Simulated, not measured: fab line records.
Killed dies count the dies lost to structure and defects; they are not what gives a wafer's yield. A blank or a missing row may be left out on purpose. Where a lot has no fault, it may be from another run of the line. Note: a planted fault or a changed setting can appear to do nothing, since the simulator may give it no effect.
Chamber matching | flow nand-harc | 4 sister chambers for NHARC_P_CONTACT_CMP_01 on cmp-03
The step polishes SiO2, target thk 200 nm. 14 wafers are shown with their chamber, then 7 later ones without.

WAFERS, EACH WITH ITS CHAMBER
wafer  | chamber | motor-current-A (A)
L074.4 | 0       | 11.4
L074.5 | 3       | 12.5
L074.6 | 2       | 15.5
L083.3 | 3       | 12.9
L083.4 | 0       | 11.7
L083.6 | 2       | 13.9
L086.1 | 2       | 14.5
L086.2 | 3       | 12.2
L086.4 | 0       | 11.2
L091.1 | 3       | 13.0
L091.2 | 0       | 11.8
L091.4 | 2       | 14.9
L094.1 | 1       | 11.5
L094.2 | 3       | 12.5

SIGNATURES (averages over the wafers above)
reading         | chamber 0 | chamber 1 | chamber 2 | chamber 3 | scatter within a chamber
motor-current-A | 11.525    | 11.500    | 14.700    | 12.620    | 0.449
Rule: for each reading, subtract the chamber's mean from the wafer's reading, divide by that reading's scatter and square the result; add these up over the readings and take the root, which gives the wafer's distance from the chamber. If the next closest chamber is less than 2 further off than the closest, the wafer can't be placed; otherwise it belongs to the closest. The scatter: take each reading less its chamber's mean, square it, sum over the shown wafers, divide by the number of wafers less the number of chambers, and take the root.

WAFERS MISSING THEIR CHAMBER
wafer  | motor-current-A (A)
L094.3 | 11.6
L095.1 | 11.4
L095.4 | 14.1
L095.6 | 11.2
L096.2 | 12.0
L096.5 | 11.6
L096.6 | 12.0

CHAMBER TAKEN BY EACH
wafer  | from the rows above          | in truth
L094.3 | can't be placed: 0 or 1      | 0
L095.1 | can't be placed: 1 or 0      | 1
L095.4 | can't be placed: 2 or 3      | 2
L095.6 | can't be placed: 1 or 0      | 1
L096.2 | can't be placed: 0 or 1 or 3 | 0
L096.5 | can't be placed: 0 or 1      | 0
L096.6 | can't be placed: 0 or 1 or 3 | 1
Correct placement for 0 of the 7. Not placeable from these rows: 7 (in 7, the candidates include the true chamber). Wrongly placed: 0.
